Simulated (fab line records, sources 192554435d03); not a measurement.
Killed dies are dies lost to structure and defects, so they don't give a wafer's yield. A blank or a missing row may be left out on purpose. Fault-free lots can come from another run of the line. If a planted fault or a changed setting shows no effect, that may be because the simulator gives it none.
One fault seen from 2 desks    flow n5Finfet    each desk holds nothing but its own numbers, with what lay behind them at the end

DESK OF THE TOOL OWNER: lithoTrack-01
The tool's own readings at N5_BEOL_M0_SAQP_PEB_12 (peb time 60 s): means of the sampled wafers that have a number, for each lot that ran on this tool. The brackets show how far a lot's mean lies from the usual mean; more than 4 standard deviations puts the lot out of limits, marked OUT.
Columns: A = exhaustPa at N5_BEOL_M0_SAQP_PEB_12, usual 44.8 Pa
lot   first seen here  A
L554  day 6 10:36      45.0
L562  day 7 20:17      45.2
L563  day 8 08:02      44.8
This desk's finding: nothing out of limits on any of the 3 lots.

THE METROLOGY DESK
What the gauges read, lot by lot, whatever tool the lot ran on: means of the sampled wafers that have a number. The brackets show how far a lot's mean lies from the usual mean; more than 4 standard deviations puts the lot out of limits, marked OUT. Readings shown: 7 out of 12 (the first out of limits, and those lying furthest out on some lot).
Columns: A = cdNm at N5_BEOL_M0_SAQP_CD_MEAS_14, usual 42.4 nm; B = IOFF_P at N5_BEOL_M4_RC_MEAS_101, usual 0.21 nA/um; C = ION_N at N5_BEOL_M4_RC_MEAS_101, usual 679 uA/um; D = ION_P at N5_BEOL_M4_RC_MEAS_101, usual 465 uA/um; E = SS_P at N5_BEOL_M4_RC_MEAS_101, usual 73.3 mV/dec; F = VT_N at N5_BEOL_M4_RC_MEAS_101, usual 249 mV; G = VT_P at N5_BEOL_M4_RC_MEAS_101, usual -251 mV
lot   first seen here  A                B     C    D    E     F    G
L553  day 5 07:43      42.3             0.25  685  468  73.6  247  -247
L554  day 5 09:11      42.4             0.19  674  462  72.7  250  -251
L562  day 7 13:26      38.7 (-9.8) OUT  0.20  661  456  73.2  253  -252
L563  day 8 03:25      39.7 (-7.2) OUT  0.26  682  471  73.6  248  -247
L568  day 8 23:35      42.4             0.20  693  463  73.2  247  -251
L571  day 9 20:29      41.9             0.23  685  472  73.4  247  -249
L572  day 10 00:53     43.0             0.19  685  462  73.1  247  -254
L573  day 10 13:32     41.7             0.23  687  470  74.2  248  -251
L574  day 10 17:31     42.0             0.22  697  467  74.0  246  -249
This desk's finding: out of limits on L562, L563; first on L562, day 7 20:21 (cdNm at N5_BEOL_M0_SAQP_CD_MEAS_14). L553, L554, L568, L571, L572, L573, L574 stayed within limits.

TAKEN TOGETHER
At day 7 20:21 the metrology desk could have sounded an alarm, on L562, L563.
Nothing out of limits was seen by the tool owner's desk.
On record at the tool owner's desk: L562, L563, within its limits.
The lots listed all ran N5_BEOL_M0_SAQP_PEB_12 on lithoTrack-01.

WHAT WAS PUT IN BY THE SIMULATOR
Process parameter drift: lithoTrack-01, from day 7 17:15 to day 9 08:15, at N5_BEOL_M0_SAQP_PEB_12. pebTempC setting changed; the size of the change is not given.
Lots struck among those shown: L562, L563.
Per desk, hours elapsed from the start of the fault to the first reading out of limits: for the metrology desk, 3.
